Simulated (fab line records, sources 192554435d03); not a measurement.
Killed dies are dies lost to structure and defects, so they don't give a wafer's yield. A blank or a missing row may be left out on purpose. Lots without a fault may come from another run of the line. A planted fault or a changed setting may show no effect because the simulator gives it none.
fab line records | flow n5_finfet
record lots=7 wafers=21 last_day=17
route steps=1938 shown BEOL_M11@1555
lots that met no fault: from a run of the same line without faults
start_h: hours from the record's first day to the start of the lot's first wafer shown | wait_h: hours since the lot's step before | " the same as in the row above | L1.1+2: a row that stands for several wafers | - no value, or no start given | * or withheld: withheld | < > ~ a bound
route shown NAME@n: a module of which the file shows steps, and the number in the route of the first | usual: mean/standard deviation of fault-free wafers | same: alike in all rows | chamber/n: place in a boat | sites: the reading at each site | _std_site: their standard deviation | _edge_site: outer sites' mean less inner sites' | radius_mm: how far each site lies from the wafer's centre | mask NAME#n: copy n | behind: the tool/chamber that last shaped the wafer | hold: why the lot was held/for how many hours/how that ended | device: the transistor (n, p or np) that didn't switch | end of line: the same wafers' tests at the end of the route | a step without rows: its recipe alone | killed: dies lost to structure and defects at the first sort, not the wafer's yield | map: a wafer's dies, x killed, . not, _ none there
set.NAME: the setting as run; set.NAME@STEP: as run at that earlier step | model.NAME: the simulator's own value behind a step, which no gauge read
lots at some steps of the route; a table a step, a row a wafer
services: from which hour (start_h, from the record's first day; less than 0 if before it) a tool's chamber was out of use, for how many hours, and why
## steps
# step N5_BEOL_M11_STRIP_68
# recipe chemistry=N2/H2 temp_c=40 n2_flow_sccm=200 h2_flow_sccm=200 rf_frequency_hz=6e+07
# step N5_BEOL_M11_STRIP_67
# recipe chemistry=CF4 resist=SiARC power_w=300 bias_power_w=75 pressure_mtorr=50 cf4_flow_sccm=150 rf_frequency_hz=6e+07
# usual drypump_motor_current_A=5.8/0.5 oes_product_au=0.78/0.065 rf_vpp_V=270.9/1.2 showerhead_plenum_p_Torr=1.79/0.044 throttle_valve_pct=13.53/0.22
# columns lot.wafer tool chamber start_h wait_h drypump_motor_current_A oes_product_au rf_hours_counter_h rf_vpp_V showerhead_plenum_p_Torr throttle_valve_pct
L526.2 rie_diel-05 3 231.21 0.0 6.4 0.80 98 269.7 1.76 13.76
L526.3 " 0 " " 5.9 0.71 237 270.4 1.78 13.74
L526.6 " 1 " " 5.6 0.72 - 272.1 1.85 13.49
L532.3 rie_diel-05 2 277.02 0.0 5.9 0.78 132 272.1 1.81 13.50
L532.4 " 2 " " 5.9 0.79 - 272.4 1.81 13.50
L532.6 " 3 " " 6.4 0.79 - 270.6 1.75 13.80
L541.1 rie_diel-02 2 320.05 0.0 6.4 0.69 204 270.0 1.78 13.87
L541.2 " 0 " " 5.4 0.82 88 271.0 1.72 13.02
L541.4 " 3 " " 5.4 0.72 204 271.6 1.76 13.78
L543.1 rie_diel-02 2 324.02 0.0 6.5 0.69 204 272.2 1.78 13.86
L543.2 " 1 " " 5.7 0.76 132 269.2 1.72 13.46
L543.6 " 0 " " 5.4 0.83 - 269.7 1.72 13.04
L540.1 rie_diel-05 3 324.34 0.0 6.4 0.78 129 270.1 1.75 13.84
L540.3 " 2 " " 5.8 0.77 147 270.7 1.81 13.56
L540.5 " 2 " " 5.9 0.77 - 271.6 1.81 13.54
L546.2 rie_diel-05 1 344.58 0.0 5.6 0.70 217 272.2 1.84 13.59
L546.3 " 3 " " 6.4 0.77 135 270.3 1.75 13.85
L546.6 " 0 " " 5.8 0.90 - 270.6 1.77 13.25
L548.3 rie_diel-03 1 360.34 0.0 4.8 0.82 73 272.1 1.82 13.48
L548.4 " 3 " " 6.6 0.77 138 272.3 1.82 13.57
L548.5 " 2 " " 5.7 0.89 - 273.1 1.84 13.29
# step N5_BEOL_M11_HM_OPEN_17
# recipe chemistry=Cl2/BCl3 target_depth_a=200 overetch_a=60 target=TiN mask_material=SOC ion_energy_ev=150 pressure_mtorr=10 icp_w=1000 bias_w=126 Cl2_flow_sccm=53.25 bcl3_flow_sccm=21.75 Ar_flow_sccm=25
# usual drypump_motor_current_A=5.6/0.3 he_backside_leak_sccm=3.3/0.3 oes_product_au=0.71/0.041 throttle_valve_pct=22.26/0.17
# columns lot.wafer tool chamber start_h wait_h drypump_motor_current_A he_backside_leak_sccm oes_product_au rf_hours_counter_h throttle_valve_pct
L526.2 rie_metal-02 1 231.25 0.0 5.6 3.5 0.65 45 22.11
L526.3 " 0 " " 5.4 3.2 0.74 - 22.20
L526.6 " 1 " " 5.6 3.3 0.66 - 22.12
L532.3 rie_metal-02 1 277.09 0.1 5.6 3.7 0.64 - 22.13
L532.4 " 0 " " 5.4 3.0 0.71 - 22.23
L532.6 " 1 " " 5.6 3.5 0.64 - 22.14
L541.1 rie_metal-02 0 320.09 0.0 5.4 3.4 0.70 21 22.25
L541.2 " 1 " " 5.6 3.7 0.63 54 22.14
L541.4 " 1 " " 5.6 3.6 0.64 - 22.14
L543.1 rie_metal-01 0 324.07 0.0 6.2 3.0 0.69 26 22.10
L543.2 " 1 " " 5.6 3.3 0.72 19 22.43
L543.6 " 1 " " 5.6 3.3 0.69 - 22.45
L540.1 rie_metal-03 0 324.39 0.0 5.2 3.3 0.75 11 22.15
L540.3 " 0 " " 5.2 3.4 0.76 - 22.15
L540.5 " 1 " " 5.6 3.4 0.71 - 22.54
L546.2 rie_metal-01 0 344.62 0.0 6.2 3.0 0.69 28 22.09
L546.3 " 0 " " 6.3 2.9 0.69 - 22.08
L546.6 " 0 " " 6.3 3.1 0.69 - 22.08
L548.3 rie_metal-03 0 360.41 0.1 5.2 3.0 0.73 - 22.18
L548.4 " 1 " " 5.6 3.4 0.70 - 22.55
L548.5 " 0 " " 5.2 3.1 0.73 - 22.19
# step N5_BEOL_M11_STRIP_19
# recipe chemistry=O2 power_w=400 temp_c=40 pressure_mtorr=30 rf_frequency_hz=6e+07 bias_power_w=0 overash_fraction=0.2 o2_flow_sccm=225
# usual drypump_motor_current_A=5.7/0.54 o2_flow_sccm=224.9/0.74 oes_product_au=0.79/0.068 rf_vpp_V=3.7/0.59 showerhead_plenum_p_Torr=2.09/0.048 throttle_valve_pct=16.65/0.25
# same overash_fraction=0.2
# columns lot.wafer tool chamber start_h wait_h drypump_motor_current_A o2_flow_sccm oes_product_au rf_hours_counter_h rf_vpp_V showerhead_plenum_p_Torr throttle_valve_pct
L526.2 rie_diel-02 1 231.53 0.3 5.7 225.7 0.78 106 3.5 2.02 16.54
L526.3 " 0 " " 5.4 224.9 0.86 63 4.5 2.07 16.33
L526.6 " 1 " " 5.7 225.7 0.80 - 4.6 2.02 16.54
L532.3 rie_diel-02 0 277.17 0.1 5.4 225.2 0.83 76 4.8 2.07 16.33
L532.4 " 2 " " 6.4 225.1 0.69 191 3.6 2.11 17.07
L532.6 " 2 " " 6.4 224.8 0.70 - 3.0 2.12 17.04
L541.1 rie_diel-02 0 320.21 0.1 5.4 225.2 0.83 88 2.9 2.06 16.38
L541.2 " 1 " " 5.7 225.8 0.77 131 3.7 2.01 16.56
L541.4 " 3 " " 5.4 224.9 0.72 204 4.2 2.08 16.98
L543.1 rie_diel-02 2 324.24 0.1 6.5 226.2 0.69 205 3.4 2.11 17.09
L543.2 " 1 " " 5.7 224.4 0.76 132 3.7 2.01 16.60
L543.6 " 2 " " 6.4 226.6 0.69 - 3.1 2.11 17.08
L540.1 rie_diel-02 2 324.51 0.1 6.4 224.9 0.69 205 3.9 2.11 17.08
L540.3 " 3 " " 5.4 223.8 0.72 204 3.6 2.08 16.97
L540.5 " 0 " " 5.4 223.6 0.81 - 4.0 2.06 16.37
L546.2 rie_diel-03 3 344.86 0.2 6.6 225.6 0.77 133 3.1 2.11 16.58
L546.3 " 2 " " 5.8 225.0 0.90 20 4.6 2.16 16.43
L546.6 " 0 " " 5.3 225.4 0.77 - 4.0 2.03 16.75
L548.3 rie_diel-03 0 360.49 0.1 5.3 223.9 0.77 138 3.2 2.03 16.76
L548.4 " 1 " " 4.8 224.6 0.83 73 3.9 2.13 16.58
L548.5 " 2 " " 5.7 225.3 0.89 - 4.7 2.16 16.43
# step N5_BEOL_M11_CD_MEAS_18
# recipe pitch_nm=140 target_cd_nm=70
# usual cd_nm=70.1/0.84
# columns lot.wafer tool chamber start_h wait_h cd_nm
L526.2 cd_sem-03 - 231.60 0.1 70.2
L526.3 " - " " 70.0
L526.6 " - " " 70.8
L532.3 cd_sem-02 - 277.25 0.1 71.1
L532.4 " - " " 70.8
L532.6 " - " " 70.1
L541.1 cd_sem-01 - 320.28 0.0 70.9
L541.2 " - " " 70.7
L541.4 " - " " 71.3
L543.1 cd_sem-02 - 324.31 0.0 70.0
L543.2 " - " " 70.3
L543.6 " - " " 68.9
L540.1 cd_sem-03 - 324.58 0.0 70.2
L540.3 " - " " 69.6
L540.5 " - " " 69.8
L546.2 cd_sem-02 - 344.93 0.1 69.6
L546.3 " - " " 69.2
L546.6 " - " " 70.1
L548.3 cd_sem-02 - 360.56 0.1 69.6
L548.4 " - " " 71.3
L548.5 " - " " 71.1
# step N5_BEOL_M11_COAT_63
# recipe resist=SOC temp_c=250 time_s=60 spin_rpm=1500 resist_thk_nm=100
# step N5_BEOL_M11_COAT_64
# recipe resist=SiARC temp_c=220 time_s=60 spin_rpm=1500 resist_thk_nm=30
# step N5_BEOL_M11_COAT_22
# recipe resist=CAR-ArF spin_rpm=1500 resist_thk_nm=90
# step N5_BEOL_M11_EBR_24
# recipe solvent=PGMEA ebr_width_mm=1.5
# step N5_BEOL_M11_SOFTBAKE_23
# recipe temp_c=110 time_s=60 resist=CAR-ArF
# step N5_BEOL_M11_EXPOSE_25
# recipe mask_id=V10 na=1.35 source_shape=annular sigma_inner=0.5 sigma_outer=0.8 polarization=unpolarized dose_mj=85.5
# step N5_BEOL_M11_PEB_26
# recipe peb_temp_c=withheld peb_time_s=60 resist=CAR-ArF
# step N5_BEOL_M11_DEVELOP_27
# recipe develop_time_s=30 developer=TMAH resist=CAR-ArF rinse_liquid=diw dry=air_spin dev_temp_c=23
# usual chill_plate_temp_C=22.99/0.11 develop_time_s=30/0
# columns lot.wafer tool chamber start_h wait_h chill_plate_temp_C develop_time_s model.CAR-ArF_of_BEOL_M11_COAT_22.thk_nm
L526.2 litho_track-04 0 234.21 - 22.91 30 88.4
L526.3 " 0 " " 23.10 30 88.4
L526.6 " 0 " " 23.04 30 88.2
L532.3 litho_track-04 0 277.85 - 22.88 30 88
L532.4 " 0 " " 23.08 30 88
L532.6 " 0 " " 22.96 30 88
L541.1 litho_track-02 - 322.45 - - - 89.8
L541.2 " - " " - - 89.6
L541.4 " - " " - - 90
L543.1 litho_track-04 - 324.93 - - - 90.4
L543.2 " - " " - - 90.4
L543.6 " - " " - - 90.2
L540.1 litho_track-04 - 325.10 - - - 90
L540.3 " - " " - - 90.2
L540.5 " - " " - - 90.2
L546.2 litho_track-03 0 345.83 - 23.00 30 88.4
L546.3 " 0 " " 22.95 30 88.2
L546.6 " 0 " " 22.85 30 88.4
L548.3 litho_track-02 0 360.94 - 23.12 30 88.2
L548.4 " 0 " " 23.01 30 88.4
L548.5 " 0 " " 22.97 30 88.2
# step N5_BEOL_M11_CD_MEAS_28
# recipe target_cd_nm=70 landing_energy_ev=500 detector=se_inlens polarity=opening
# usual cd_nm=70.2/1.2
# columns lot.wafer tool chamber start_h wait_h cd_nm
L526.2 cd_sem-01 0 234.27 - 71.1
L526.3 " 0 " " 69.6
L526.6 " 0 " " 69.7
L532.3 cd_sem-02 0 277.91 - 68.1
L532.4 " 0 " " 69.4
L532.6 " 0 " " 69.1
L541.1 cd_sem-02 0 322.51 - -
L541.2 " 0 " " -
L541.4 " 0 " " -
L543.1 cd_sem-03 0 324.99 - -
L543.2 " 0 " " -
L543.6 " 0 " " -
L540.1 cd_sem-03 0 325.16 - -
L540.3 " 0 " " -
L540.5 " 0 " " -
L546.2 cd_sem-03 0 345.89 - 69.0
L546.3 " 0 " " 68.8
L546.6 " 0 " " 68.1
L548.3 cd_sem-01 0 361.00 - 71.2
L548.4 " 0 " " 70.0
L548.5 " 0 " " 70.4
## services
# columns tool chamber start_h hours kind
rie_metal-02 0 216.12 14.3 repair
rie_metal-02 1 247.14 1.0 repair
rie_diel-02 - 249.58 2.8 pm
rie_metal-01 1 257.34 21.6 repair
rie_diel-03 2 261.75 - clean
rie_diel-03 2 261.75 - consumable_replace:focus_ring
rie_diel-03 2 261.75 24.2 scheduled_down
rie_diel-03 2 261.75 24.2 vent_cycle
rie_metal-03 1 268.52 2.2 repair
rie_metal-01 0 268.57 3.3 repair
rie_diel-05 0 269.66 - clean
rie_diel-05 0 269.66 - consumable_replace:focus_ring
rie_diel-05 0 269.66 24.8 scheduled_down
rie_diel-05 0 269.66 24.8 vent_cycle
rie_metal-02 0 277.96 4.4 repair
rie_metal-02 1 338.72 3.2 repair
rie_diel-05 2 348.81 20.3 repair
## key
first_sign step=N5_BEOL_M11_DEVELOP_27 reading=tool_record direction=missing
effect none on later readings
model_effect step=N5_BEOL_M11_DEVELOP_27 value=CAR-ArF_of_BEOL_M11_COAT_22.thk_nm without=88.36 struck=90.09
met_at N5_BEOL_M11_DEVELOP_27
struck_wafers L540.1,L540.3,L540.5,L541.1,L541.2,L541.4,L543.1,L543.2,L543.6
later_rows_left_out L540.1,L540.3,L540.5,L541.1,L541.2,L541.4,L543.1,L543.2,L543.6
sort_left_out L540.1,L540.3,L540.5,L541.1,L541.2,L541.4,L543.1,L543.2,L543.6
onset_between 277.85 322.45
fault kind=skipped_step_whole tool=litho_track-02,litho_track-04 chamber=- onset_h=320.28 steps=N5_BEOL_M11_DEVELOP_27 scope=struck_lots_only
# sort_left_out: the simulated sort isn't trusted on such a fault, so these wafers' sort isn't shown, and their yield isn't known
# later_rows_left_out: the simulator's readings of these wafers behind a module that went badly wrong aren't trusted and aren't shown, but for the sort
